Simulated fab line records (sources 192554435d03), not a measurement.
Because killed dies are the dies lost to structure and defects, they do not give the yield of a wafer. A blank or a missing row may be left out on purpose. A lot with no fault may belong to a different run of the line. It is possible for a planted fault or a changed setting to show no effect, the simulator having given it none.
Matching of chambers -- flow n5-finfet -- N5_BEOL_M5_DESCUM_16 on rie-diel-05: 4 sister chambers
The step chemistry O2, time 7 s. 8 wafers are shown with their chamber, then 7 later ones without.

== WAFERS PAIRED WITH THEIR CHAMBERS ==
wafer,chamber,showerhead-plenum-p-Torr (Torr),throttle-valve-pct (%)
L080.4,3,2.18,20.42
L082.6,3,2.18,20.42
L084.4,0,2.08,20.15
L088.1,2,2.05,20.41
L088.2,1,2.22,20.45
L088.3,0,2.07,20.16
L090.1,2,2.05,20.41
L090.2,1,2.22,20.45

== WAFERS MISSING THEIR CHAMBER ==
wafer,showerhead-plenum-p-Torr (Torr),throttle-valve-pct (%)
L090.5,2.07,20.18
L093.1,2.17,20.45
L093.4,2.05,20.40
L093.6,2.17,20.46
L094.1,2.17,20.44
L094.2,2.07,20.18
L094.3,2.22,20.49

== EACH ONE'S CHAMBER ==
wafer,from the rows above,in truth
L090.5,0,0
L093.1,3,3
L093.4,2,2
L093.6,3,3
L094.1,3,3
L094.2,0,0
L094.3,1,1
Placed correctly: 7 of 7. Number that these rows cannot place: 0. Number placed wrongly: 0.
How it was worked out, from the rows above alone: a wafer's distance from a chamber is the root of the sum, over the readings, of the square of ((its reading less the chamber's mean) divided by the reading's scatter). If the next closest chamber is less than 2 further off than the closest, the wafer can't be placed; otherwise it belongs to the closest. A chamber's mean is the mean of its shown wafers. The scatter is the square root of a quotient: the sum, over the shown wafers, of each reading's squared deviation from its chamber's mean, divided by wafers minus chambers.
